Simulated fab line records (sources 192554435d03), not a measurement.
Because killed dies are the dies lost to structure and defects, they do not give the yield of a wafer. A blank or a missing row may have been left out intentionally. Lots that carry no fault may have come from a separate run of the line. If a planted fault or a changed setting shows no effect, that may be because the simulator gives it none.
The same fault as seen by 2 desks || flow n5_finfet || each desk has only its own numbers; what lay behind them comes last

## THE DEFECT DESK
Lot by lot, what the route's inspections counted, given as the mean of those sampled wafers with a number. If a lot's mean is further than 4 standard deviations from the usual mean, the lot is out of limits and carries the mark OUT (the distance appears in the brackets).
Columns: A = raw_defect_count at N5_BEOL_M8_INSPECT_58, usual 77; B = raw_defect_count at N5_BEOL_M9_INSPECT_13, usual 442
{"lot": "L502", "first seen here": "day 10 16:27", "A": 85, "B": 526}
{"lot": "L507", "first seen here": "day 10 22:13", "A": 48, "B": 383}
{"lot": "L506", "first seen here": "day 11 02:20", "A": "809 (+29) OUT", "B": "1153 (+7.1) OUT"}
{"lot": "L508", "first seen here": "day 12 00:43", "A": "788 (+28) OUT", "B": "1094 (+6.5) OUT"}
{"lot": "L510", "first seen here": "day 12 01:54", "A": "823 (+30) OUT", "B": "1163 (+7.2) OUT"}
{"lot": "L513", "first seen here": "day 13 06:45", "A": 94, "B": 485}
{"lot": "L512", "first seen here": "day 13 15:01", "A": 85, "B": 351}
{"lot": "L519", "first seen here": "day 14 04:44", "A": 74, "B": 520}
{"lot": "L520", "first seen here": "day 15 03:28", "A": 69, "B": 415}
{"lot": "L524", "first seen here": "day 16 15:04", "A": 85, "B": 432}
Finding of this desk: L506, L508, L510 out of limits; the first was L506 at day 11 02:20, on raw_defect_count at N5_BEOL_M8_INSPECT_58. Within limits: L502, L507, L513, L512, L519, L520, L524.

## METROLOGY DESK
What the gauges read, lot by lot, whatever tool the lot ran on: means of the sampled wafers that have a number. If a lot's mean is further than 4 standard deviations from the usual mean, the lot is out of limits and carries the mark OUT (the distance appears in the brackets).
Columns: A = M9_ILD_THK at N5_BEOL_M9_THK_MEAS_01, usual 267 nm
{"lot": "L502", "first seen here": "day 10 17:07", "A": 266}
{"lot": "L507", "first seen here": "day 10 22:52", "A": 271}
{"lot": "L506", "first seen here": "day 11 03:06", "A": 269}
{"lot": "L508", "first seen here": "day 12 01:36", "A": 264}
{"lot": "L510", "first seen here": "day 12 02:32", "A": 268}
{"lot": "L513", "first seen here": "day 13 07:23", "A": 268}
{"lot": "L512", "first seen here": "day 13 15:38", "A": 266}
{"lot": "L519", "first seen here": "day 14 05:22", "A": 268}
{"lot": "L520", "first seen here": "day 15 04:05", "A": 267}
{"lot": "L524", "first seen here": "day 16 15:41", "A": 267}
This desk's verdict: no lot among the 10 shows anything out of limits.

## TAKEN TOGETHER
The defect desk could have raised an alarm at day 11 02:20, on L506, L508, L510.
From the metrology desk's view, nothing was out of limits.
The metrology desk has L506, L508, L510 on record, within its limits.
On pecvd-02, each named lot ran N5_BEOL_M8_PRE_CLEAN_55.

## WHAT THE SIMULATOR PUT IN
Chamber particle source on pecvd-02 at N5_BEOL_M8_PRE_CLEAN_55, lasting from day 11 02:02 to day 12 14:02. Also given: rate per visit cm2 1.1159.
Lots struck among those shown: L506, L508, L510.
Hours from the fault's start to each desk's first reading out of limits: the defect desk, 0.
